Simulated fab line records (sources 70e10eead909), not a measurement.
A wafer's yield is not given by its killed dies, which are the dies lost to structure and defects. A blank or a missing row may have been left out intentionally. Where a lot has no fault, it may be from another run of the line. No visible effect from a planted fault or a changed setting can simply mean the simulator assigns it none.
fab line records	flow nandHarc
record: lots: 13	wafers: 37	lastDay: 34
route steps=1302 shown A_CHANNEL_FILL_D1@492 A_ONON_D2@549 END@1302
lots with no fault: from the same line, run without faults
startH: start of the lot's first displayed wafer, in hours after the record's first day	waitH: hours since the lot's step before	" unchanged from the row above	L1.1+2: one row covering several wafers at once	- no value, or no start was given	* or withheld: withheld	< > ~ a bound
route shown NAME@n: a module of which the file shows steps, and the number in the route of the first	usual: mean/standard deviation of fault-free wafers	same: alike in all rows	chamber/n: place in a boat	sites: per-site readings	_std_site: their standard deviation	_edge_site: inner sites' mean taken away from outer sites' mean	radiusMm: how far each site lies from the wafer's centre	mask NAME#n: copy n	behind: the last tool/chamber to shape the wafer	hold: the reason the lot was held/the length of the hold in hours/how it ended	device: whichever transistor did not switch (one of n, p or np)	end of line: the route-end tests of the same wafers	a step given without rows: its recipe and nothing more	killed: the dies lost at the first sort to structure and to defects; this is not the yield of the wafer	map: a wafer's dies, x killed, . not, _ none there
set.NAME: the setting that was run; set.NAME@STEP: the one run at that earlier step	model.NAME: the simulator's own value behind a step, which no gauge read
one table for each step of the route and one row for each wafer, over a sample of lots
services: when a tool's chamber went out of use (startH, in hours from the record's first day, below 0 if earlier), for how many hours, and the reason
== steps ==
step: NHARC_A_CHANNEL_FILL_D1_ALD_02
recipe: targetThkA: 60	pulseTimeS: 10	aldCycles: 60	tempC: 300	material: SiO2
usual: heaterPowerW: 484/46	precursorPulseHeightRel: 0.997/0.021
lot.wafer	tool	chamber	startH	waitH	heaterPowerW	precursorPulseHeightRel
L498.2	aldHk-03	2	205.46	-	418	0.974
L498.3	"	3	"	"	530	0.970
L498.4	"	0	"	"	442	1.022
L501.4	aldHk-01	1	227.72	-	462	0.971
L501.1	"	3	"	"	528	1.003
L501.6	"	0	"	"	486	0.992
L502.4	aldHk-03	0	234.45	0.1	453	0.979
L502.1	"	3	"	"	556	1.018
L502.5	"	1	"	"	413	1.009
L503.4	aldHk-03	3	244.18	-	547	0.999
L503.5	"	1	"	"	425	1.016
L503.6	"	2	"	"	410	1.006
L504.4	aldHk-03	3	264.50	-	558	0.995
L504.3	"	1	"	"	425	0.981
L504.6	"	2	"	"	418	0.997
L505.4	aldHk-01	0	275.23	-	487	0.995
L505.2	"	1	"	"	465	0.955
L505.5	"	3	"	"	529	0.978
L507.2	aldHk-03	1	302.92	-	417	1.002
L507.1	"	2	"	"	403	1.018
L507.5	"	1	"	"	415	1.005
L511.1	aldHk-01	2	337.63	-	497	0.989
L511.3	"	0	"	"	485	0.998
L511.2	"	1	"	"	454	1.049
L510.5	aldHk-01	2	338.81	-	496	1.023
L512.2	aldHk-03	3	348.38	-	545	0.987
L512.4	"	0	"	"	448	0.977
L512.3	"	2	"	"	408	0.989
L518.4	aldHk-01	0	399.91	-	502	1.024
L518.5	"	0	"	"	478	1.004
L518.6	"	1	"	"	472	1.008
L519.4	aldHk-03	0	407.37	-	429	0.967
L519.3	"	3	"	"	544	1.037
L519.6	"	0	"	"	430	1.040
L520.4	aldHk-01	3	415.74	-	514	1.017
L520.1	"	2	"	"	505	1.024
L520.6	"	0	"	"	489	0.989
step: NHARC_A_CHANNEL_FILL_D1_ALD_16
recipe: targetThkA: 15	pulseTimeS: 10	aldCycles: 15	tempC: 300	material: SiO2
usual: heaterPowerW: 487/45	precursorPulseHeightRel: 1.003/0.019
lot.wafer	tool	chamber	startH	waitH	heaterPowerW	precursorPulseHeightRel
L498.3	aldHk-01	1	217.69	0.1	449	0.999
L498.2	"	2	"	"	510	1.009
L498.4	"	3	"	"	514	0.972
L501.4	aldHk-03	3	239.85	0.0	538	1.007
L501.1	"	0	"	"	458	1.003
L501.6	"	3	"	"	551	0.992
L502.4	aldHk-04	3	246.64	0.1	475	1.032
L502.1	"	0	"	"	549	1.009
L502.5	"	3	"	"	457	0.980
L503.4	aldHk-01	3	258.16	1.9	531	1.017
L503.5	"	3	"	"	524	0.971
L503.6	"	0	"	"	480	1.022
L504.4	aldHk-01	2	278.50	0.0	520	0.986
L504.3	"	0	"	"	470	0.996
L504.6	"	2	"	"	522	0.997
L505.2	aldHk-04	0	286.65	0.1	576	0.953
L505.4	"	1	"	"	460	1.017
L505.5	"	0	"	"	563	1.025
L507.2	aldHk-03	0	315.32	0.3	444	1.008
L507.1	"	1	"	"	418	0.985
L507.5	"	3	"	"	561	0.986
L511.1	aldHk-01	3	349.81	0.1	520	1.022
L511.2	"	0	"	"	482	1.007
L511.3	"	1	"	"	460	1.042
L510.5	aldHk-03	1	349.89	0.1	432	1.021
L512.3	aldHk-04	2	360.37	0.0	528	1.035
L512.2	"	0	"	"	565	0.999
L512.4	"	1	"	"	470	1.014
L518.4	aldHk-04	3	412.14	0.1	478	0.963
L518.6	"	1	"	"	476	1.024
L518.5	"	2	"	"	531	1.002
L519.3	aldHk-01	0	419.55	0.0	475	0.992
L519.4	"	1	"	"	471	0.995
L519.6	"	0	"	"	481	0.996
L520.4	aldHk-01	1	427.99	0.1	470	1.003
L520.1	"	2	"	"	515	1.003
L520.6	"	0	"	"	494	0.995
step: NHARC_A_CHANNEL_FILL_D1_ETCHBACK_08
recipe: targetDepthA: 2200	timeS: 110	c4f8FlowSccm: 20	arFlowSccm: withheld	rfW: 600	biasW: 300	chemistry: C4F8
usual: chamberPressureMTorr: 25.002/0.024	oesProductAu: 0.96/0.034	rfVppV: 439.9/2.5
lot.wafer	tool	chamber	startH	waitH	chamberPressureMTorr	oesProductAu	rfHoursCounterH	rfVppV
L498.4	rieDiel-12	3	-	-	24.997	0.93	12	437.8
L498.2	"	0	"	"	24.994	0.93	10	438.1
L498.3	"	1	"	"	25.060	0.93	12	443.1
L501.1	rieDiel-05	1	-	-	24.997	0.96	0	438.6
L501.4	"	2	"	"	24.993	0.95	1	445.4
L501.6	"	1	"	"	25.029	0.95	-	439.4
L502.1	rieDiel-05	2	-	-	25.029	0.95	2	443.9
L502.4	"	3	"	"	24.992	0.98	2	438.6
L502.5	"	2	"	"	24.943	0.96	-	443.7
L503.4	rieDiel-12	1	-	-	24.972	1.00	0	444.1
L503.5	"	1	"	"	25.016	1.01	-	443.6
L503.6	"	2	"	"	25.000	1.00	-	442.8
L504.3	rieDiel-03	2	-	-	24.993	1.00	1	438.7
L504.4	"	0	"	"	24.993	1.01	1	438.7
L504.6	"	2	"	"	25.010	1.00	-	437.9
L505.2	rieDiel-05	1	-	-	25.023	0.99	3	440.7
L505.4	"	2	"	"	25.028	0.99	4	444.7
L505.5	"	0	"	"	24.958	1.00	-	438.1
L507.1	rieDiel-03	3	-	-	25.003	0.94	4	437.6
L507.2	"	0	"	"	25.051	0.93	4	437.6
L507.5	"	1	"	"	24.961	0.94	-	442.5
L511.2	rieDiel-05	2	-	-	24.991	0.92	6	444.8
L511.1	"	3	"	"	24.992	0.92	7	437.3
L511.3	"	0	"	"	24.973	0.91	7	440.3
L510.5	rieDiel-12	3	-	-	25.015	0.99	-	437.8
L512.3	rieDiel-12	3	-	-	24.992	0.91	7	437.0
L512.2	"	1	"	"	24.991	0.92	7	443.4
L512.4	"	2	"	"	24.950	0.92	7	442.6
L518.4	rieDiel-12	2	-	-	25.024	0.92	9	440.8
L518.5	"	2	"	"	25.010	0.92	-	440.8
L518.6	"	3	"	"	25.058	0.92	-	437.7
L519.4	rieDiel-05	3	-	-	25.052	0.99	2	437.9
L519.3	"	0	"	"	24.993	1.00	1	438.5
L519.6	"	1	"	"	25.014	1.00	-	440.1
L520.1	rieDiel-05	0	-	-	25.037	0.93	2	439.7
L520.4	"	1	"	"	25.017	0.92	-	440.5
L520.6	"	0	"	"	25.007	0.92	-	437.9
step: NHARC_A_ONON_D2_DEP_06
recipe: targetThkA: 10000	n2FlowSccm: 2750	n2oFlowSccm: 2000	nh3FlowSccm: 500	sih4FlowSccm: 210	tempC: 400
lot.wafer	tool	chamber	startH	waitH
L498.2+3+4	pecvdOnon-03	0	291.81	0.1
L501.1+4+6	pecvdOnon-03	0	316.56	0.1
L502.1+4+5	pecvdOnon-01	0	319.16	0.1
L503.4+5+6	pecvdOnon-01	0	331.34	0.2
L504.3+4+6	pecvdOnon-03	0	353.89	0.2
L505.2+4+5	pecvdOnon-01	0	361.33	0.1
L507.1+2+5	pecvdOnon-03	0	386.31	0.1
L511.1+2+3	pecvdOnon-04	0	426.17	0.1
L510.5	pecvdOnon-01	0	426.45	0.3
L512.2+3+4	pecvdOnon-01	0	435.22	0.1
L518.4+5+6	pecvdOnon-04	0	488.94	0.2
L520.1+4+6	pecvdOnon-01	0	505.04	0.1
L519.3+4+6	pecvdOnon-03	0	505.32	0.2
step: NHARC_A_ONON_D2_THK_MEAS_08
recipe: thkMeasGauge: ellipsometry
usual: thkNm: 999/11
lot.wafer	tool	chamber	startH	waitH	hold	thkNm
L498.2	filmMetro-02	-	292.26	-	-	1004
L498.3	"	-	"	"	-	1004
L498.4	"	-	"	"	-	1004
L501.1	filmMetro-01	-	317.07	-	-	996
L501.4	"	-	"	"	-	995
L501.6	"	-	"	"	-	999
L502.1	filmMetro-02	-	319.67	-	-	1002
L502.4	"	-	"	"	-	1004
L502.5	"	-	"	"	-	1003
L503.4	filmMetro-02	-	331.68	-	-	1005
L503.5	"	-	"	"	-	1005
L503.6	"	-	"	"	-	1004
L504.3	filmMetro-01	-	354.29	-	-	994
L504.4	"	-	"	"	-	996
L504.6	"	-	"	"	-	995
L505.2	filmMetro-01	-	361.79	-	-	994
L505.4	"	-	"	"	-	994
L505.5	"	-	"	"	-	993
L507.1	filmMetro-01	-	386.81	-	-	977
L507.2	"	-	"	"	-	978
L507.5	"	-	"	"	-	975
L511.1	filmMetro-01	-	426.68	-	-	1014
L511.2	"	-	"	"	-	1012
L511.3	"	-	"	"	-	1013
L510.5	filmMetro-01	-	426.73	-	awaitDispo/0.2h/release	1503
L510.5	filmMetro-01	-	426.90	0.2	-	1502
L512.2	filmMetro-02	-	435.67	-	awaitDispo/0.2h/release	1004
L512.3	"	-	"	"	awaitDispo/0.2h/release	1513
L512.4	"	-	"	"	awaitDispo/0.2h/release	1004
L512.2	filmMetro-02	-	435.84	0.2	-	1004
L512.3	"	-	"	"	-	1515
L512.4	"	-	"	"	-	1005
L518.4	filmMetro-01	-	489.27	-	-	1013
L518.5	"	-	"	"	-	1013
L518.6	"	-	"	"	-	1011
L520.1	filmMetro-02	-	505.55	-	-	1004
L520.4	"	-	"	"	-	1004
L520.6	"	-	"	"	-	1006
L519.3	filmMetro-02	-	505.71	-	-	1005
L519.4	"	-	"	"	-	1004
L519.6	"	-	"	"	-	1003
step: NHARC_END_SORT_01
recipe: tempC: 25
usual: killedAtArray: 58/20	killedAtOther: 0.8/1	killedAtPeriphery: 4.6/2.8	killedDies: 63/19	killedOpen: 3.4/2	killedShort: 2.4/1.8
same: grossDies: 677
lot.wafer	tool	chamber	startH	waitH	hold	killedAtArray	killedAtOther	killedAtPeriphery	killedDies	killedOpen	killedShort
L502.1	prober-02	0	597.70	2.5	-	73	1	3	77	8	1
L502.4	prober-02	0	600.11	3.4	-	67	1	8	76	4	1
L502.5	prober-02	0	600.91	3.7	-	63	5	7	75	2	7
L503.4	prober-01	0	624.47	3.4	-	82	0	7	89	1	3
L503.5	prober-01	0	625.27	3.7	-	43	0	7	50	2	2
L503.6	prober-01	0	626.07	4.0	-	65	0	6	71	3	1
L510.5	prober-02	0	704.52	3.7	awaitDispo/4.0h/release	669	2	6	677	9	0
L512.2	prober-01	0	717.74	2.8	awaitDispo/3.3h/release	108	1	3	112	4	2
L512.3	prober-01	0	718.53	3.1	awaitDispo/3.3h/release	672	2	3	677	3	1
L512.4	prober-01	0	719.32	3.4	awaitDispo/3.3h/release	91	0	6	97	7	2
L511.1	prober-02	0	726.55	2.5	-	33	1	3	37	2	2
L511.2	prober-02	0	727.36	2.8	-	36	2	4	42	5	3
L511.3	prober-02	0	728.17	3.1	-	26	2	6	34	4	2
L518.4	prober-02	0	777.56	3.4	-	61	0	9	70	5	4
L518.5	prober-02	0	778.36	3.7	-	48	0	5	53	2	0
L518.6	prober-02	0	779.17	4.0	-	49	0	7	56	4	6
L520.1	prober-01	0	801.57	2.5	-	60	1	2	63	2	1
L520.4	prober-01	0	803.99	3.4	-	73	0	3	76	7	1
L520.6	prober-01	0	805.60	4.0	-	82	0	4	86	6	0
killed by level:class
L502.1 A_CHANNEL_HOLE_D2:chamberFilmFlake=35 A_SLIT:chamberFilmFlake=17 A_STAIRCASE:chamberFilmFlake=5 A_CHANNEL_HOLE_D1:chamberFilmFlake=3 A_CHANNEL_FILL_D1:chamberFilmFlake=3 P_STI:chamberFilmFlake=2 A_CONTACT:chamberFilmFlake=2 P_M0:geometricParticle:open=1
L502.4 A_CHANNEL_HOLE_D2:chamberFilmFlake=35 A_SLIT:chamberFilmFlake=21 P_GATE:chamberFilmFlake=6 A_STAIRCASE:chamberFilmFlake=3 A_ONON_D2:geometricParticle:open=2 A_CHANNEL_FILL_D1:chamberFilmFlake=2 P_M2:geometricParticle:open=1 A_CHANNEL_FILL_D1:geometricParticle:short=1
L502.5 A_CHANNEL_HOLE_D2:chamberFilmFlake=31 A_SLIT:chamberFilmFlake=18 THIN_TSV:chamberFilmFlake=5 A_STAIRCASE:chamberFilmFlake=4 P_GATE:chamberFilmFlake=3 P_BONDPAD:chamberFilmFlake=2 A_CONTACT:chamberFilmFlake=2 P_CONTACT:geometricParticle:short=1
L503.4 A_SLIT:chamberFilmFlake=34 A_CHANNEL_HOLE_D1:chamberFilmFlake=28 A_CHANNEL_HOLE_D2:chamberFilmFlake=9 P_STI:chamberFilmFlake=5 A_CONTACT:chamberFilmFlake=5 P_GATE:chamberFilmFlake=2 A_ONON_D1:geometricParticle:short=1 A_ONON_D1:geometricParticle:open=1
L503.5 A_CHANNEL_HOLE_D1:chamberFilmFlake=17 A_SLIT:chamberFilmFlake=14 P_STI:chamberFilmFlake=5 A_CHANNEL_FILL_D1:chamberFilmFlake=3 A_STAIRCASE:chamberFilmFlake=2 A_CONTACT:chamberFilmFlake=2 A_CHANNEL_FILL_D1:geometricParticle:short=1 A_ONON_D2:geometricParticle:open=1
L503.6 A_CHANNEL_HOLE_D1:chamberFilmFlake=25 A_SLIT:chamberFilmFlake=24 A_CHANNEL_HOLE_D2:chamberFilmFlake=8 P_STI:chamberFilmFlake=6 A_CONTACT:chamberFilmFlake=3 A_ONON_D1:geometricParticle:open=1 A_CHANNEL_HOLE_D1:geometricParticle:open=1 A_DECK1_JOINT:geometricParticle:open=1
L510.5 A_ONON_D2:areaDep=594 A_CHANNEL_HOLE_D2:chamberFilmFlake=30 A_CHANNEL_HOLE_D1:chamberFilmFlake=24 A_SLIT:chamberFilmFlake=12 P_M0:chamberFilmFlake=2 P_CONTACT:geometricParticle:open=1 P_M0:geometricParticle:open=1 P_BONDPAD:geometricParticle:open=1
L512.2 A_SLIT:chamberFilmFlake=36 A_CHANNEL_HOLE_D1:chamberFilmFlake=33 A_CHANNEL_HOLE_D2:chamberFilmFlake=16 A_CONTACT:chamberFilmFlake=11 A_SGD_CUT:chamberFilmFlake=4 A_CHANNEL_FILL_D1:geometricParticle:open=2 P_M1:chamberFilmFlake=2 A_ONON_D1:geometricParticle:open=1
L512.3 A_ONON_D2:areaDep=567 A_CHANNEL_HOLE_D1:chamberFilmFlake=34 A_SLIT:chamberFilmFlake=30 A_CHANNEL_HOLE_D2:chamberFilmFlake=21 A_CONTACT:chamberFilmFlake=10 A_SGD_CUT:chamberFilmFlake=4 A_BLC:geometricParticle:open=2 P_M1:chamberFilmFlake=2
L512.4 A_SLIT:chamberFilmFlake=34 A_CONTACT:chamberFilmFlake=17 A_CHANNEL_HOLE_D1:chamberFilmFlake=15 A_CHANNEL_HOLE_D2:chamberFilmFlake=11 A_SGD_CUT:chamberFilmFlake=5 P_M2:chamberFilmFlake=3 A_SOURCE_PLATE:geometricParticle:open=2 P_CONTACT:geometricParticle:open=1
L511.1 A_CHANNEL_HOLE_D1:chamberFilmFlake=14 A_SLIT:chamberFilmFlake=5 A_CONTACT:chamberFilmFlake=3 P_M1:chamberFilmFlake=2 A_DECK1_JOINT:chamberFilmFlake=2 A_CHANNEL_FILL_D2:chamberFilmFlake=2 A_STAIRCASE:chamberFilmFlake=2 A_CHANNEL_FILL_D1:geometricParticle:short=1
L511.2 A_CHANNEL_HOLE_D1:chamberFilmFlake=12 A_SLIT:chamberFilmFlake=4 A_DECK1_JOINT:geometricParticle:open=3 P_M1:chamberFilmFlake=3 A_CHANNEL_FILL_D1:chamberFilmFlake=3 A_WL_FILL:chamberFilmFlake=3 A_CONTACT:chamberFilmFlake=3 A_WL_FILL:geometricParticle:short=2
L511.3 A_CHANNEL_HOLE_D1:chamberFilmFlake=8 P_M1:chamberFilmFlake=5 A_SLIT:chamberFilmFlake=4 A_SGD_CUT:geometricParticle:open=2 A_WL_FILL:geometricParticle:short=2 A_CHANNEL_FILL_D1:chamberFilmFlake=2 A_DECK1_JOINT:chamberFilmFlake=2 THIN_TSV:chamberFilmFlake=2
L518.4 A_CHANNEL_HOLE_D2:chamberFilmFlake=29 A_SLIT:chamberFilmFlake=9 A_CONTACT:chamberFilmFlake=7 P_GATE:chamberFilmFlake=5 A_CHANNEL_HOLE_D1:chamberFilmFlake=3 A_WL_FILL:geometricParticle:open=2 A_M0:geometricParticle:short=2 P_M1:chamberFilmFlake=2
L518.5 A_CHANNEL_HOLE_D2:chamberFilmFlake=25 A_SLIT:chamberFilmFlake=11 A_CONTACT:chamberFilmFlake=8 P_GATE:chamberFilmFlake=4 P_STI:geometricParticle:open=1 A_CHANNEL_FILL_D1:geometricParticle:open=1 A_ZERO_WELL:chamberFilmFlake=1 A_CHANNEL_HOLE_D1:unspecified=1
L518.6 A_CHANNEL_HOLE_D2:chamberFilmFlake=16 A_SLIT:chamberFilmFlake=6 A_CHANNEL_HOLE_D1:unspecified=5 A_CONTACT:chamberFilmFlake=5 P_GATE:chamberFilmFlake=4 A_BONDPAD:chamberFilmFlake=3 A_ONON_D1:geometricParticle:short=2 A_SGD_CUT:geometricParticle:open=2
L520.1 A_SLIT:chamberFilmFlake=27 A_CHANNEL_HOLE_D2:chamberFilmFlake=15 A_CHANNEL_HOLE_D1:chamberFilmFlake=9 A_CONTACT:chamberFilmFlake=7 P_M1:geometricParticle:short=1 A_ONON_D1:geometricParticle:open=1 A_CHANNEL_FILL_D1:geometricParticle:open=1 P_ZERO_WELL:chamberFilmFlake=1
L520.4 A_CHANNEL_HOLE_D2:chamberFilmFlake=24 A_SLIT:chamberFilmFlake=20 A_CHANNEL_HOLE_D1:chamberFilmFlake=11 A_CONTACT:chamberFilmFlake=7 A_STAIRCASE:chamberFilmFlake=3 P_CONTACT:geometricParticle:open=2 A_CHANNEL_FILL_D1:geometricParticle:open=2 A_CHANNEL_FILL_D2:geometricParticle:open=1
L520.6 A_CHANNEL_HOLE_D2:chamberFilmFlake=25 A_SLIT:chamberFilmFlake=22 A_CHANNEL_HOLE_D1:chamberFilmFlake=21 A_CONTACT:chamberFilmFlake=8 A_WL_FILL:geometricParticle:open=2 P_ZERO_WELL:chamberFilmFlake=2 P_M0:geometricParticle:open=1 A_CHANNEL_HOLE_D2:geometricParticle:open=1
== services ==
tool	chamber	startH	hours	kind
aldHk-03	-	213.35	10.0	pm
pecvdOnon-03	-	221.78	0.5	repair
pecvdOnon-03	-	227.29	13.0	pm
rieDiel-05	-	229.60	9.0	pm
rieDiel-12	0	233.40	5.0	repair
rieDiel-05	1	244.46	19.5	repair
rieDiel-12	-	268.40	9.0	pm
pecvdOnon-01	-	269.00	13.0	pm
rieDiel-03	-	281.77	9.0	pm
rieDiel-03	-	291.70	0.2	repair
aldHk-01	-	300.62	10.0	pm
rieDiel-05	2	334.39	21.2	repair
rieDiel-05	1	367.82	2.7	repair
rieDiel-12	1	376.90	1.3	repair
rieDiel-05	2	380.39	3.8	repair
aldHk-03	-	391.35	10.0	pm
rieDiel-05	-	406.60	9.0	pm
pecvdOnon-03	-	408.29	13.0	pm
aldHk-04	-	435.58	10.0	pm
rieDiel-12	-	445.40	9.0	pm
pecvdOnon-01	-	450.00	13.0	pm
rieDiel-05	3	460.63	7.0	repair
rieDiel-12	3	466.38	5.7	repair
aldHk-01	-	478.62	10.0	pm
== key ==
firstSign: step: NHARC_A_ONON_D2_THK_MEAS_08	reading: visit	direction: added
effect: step: NHARC_A_ONON_D2_THK_MEAS_08	reading: thkNm	direction: up	sigmas: 46	usual: 999	struck: 1508
effect: step: NHARC_END_SORT_01	reading: killedDies	direction: up	sigmas: 32	usual: 63	struck: 677
moreKillsBornAt: NHARC_A_ONON_D2_DEP_06@pecvdOnon-01: 1161
metAt NHARC_A_ONON_D2_DEP_06
struckLots L510,L512
struckWafers L510.5,L512.3
laterRowsLeftOut L510.5,L512.3
testerLeftOut L510,L512
notActingAt NHARC_A_CHANNEL_FILL_D1_ALD_02,NHARC_A_CHANNEL_FILL_D1_ALD_16,NHARC_A_CHANNEL_FILL_D1_ETCHBACK_08
onsetBetween 361.33 426.45
fault: kind: processParameterDrift	tool: pecvdOnon-01	chamber: -	onsetH: 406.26	steps: NHARC_A_ONON_D2_DEP_06	channel: targetThkA	offset: *	shape: step	endH: 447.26	scope: struckWafersOnly	actsIn: *	stated: *
testerLeftOut: of these lots the tester's yield and bins aren't shown, on N5 and GAA mostly nor the transistor test; their killed dies are dies lost to structure and defects alone, not to doping, threshold or leakage, so they don't give the yield
laterRowsLeftOut: the simulator's readings of these wafers behind a module that went badly wrong aren't trusted and aren't shown, but for the sort
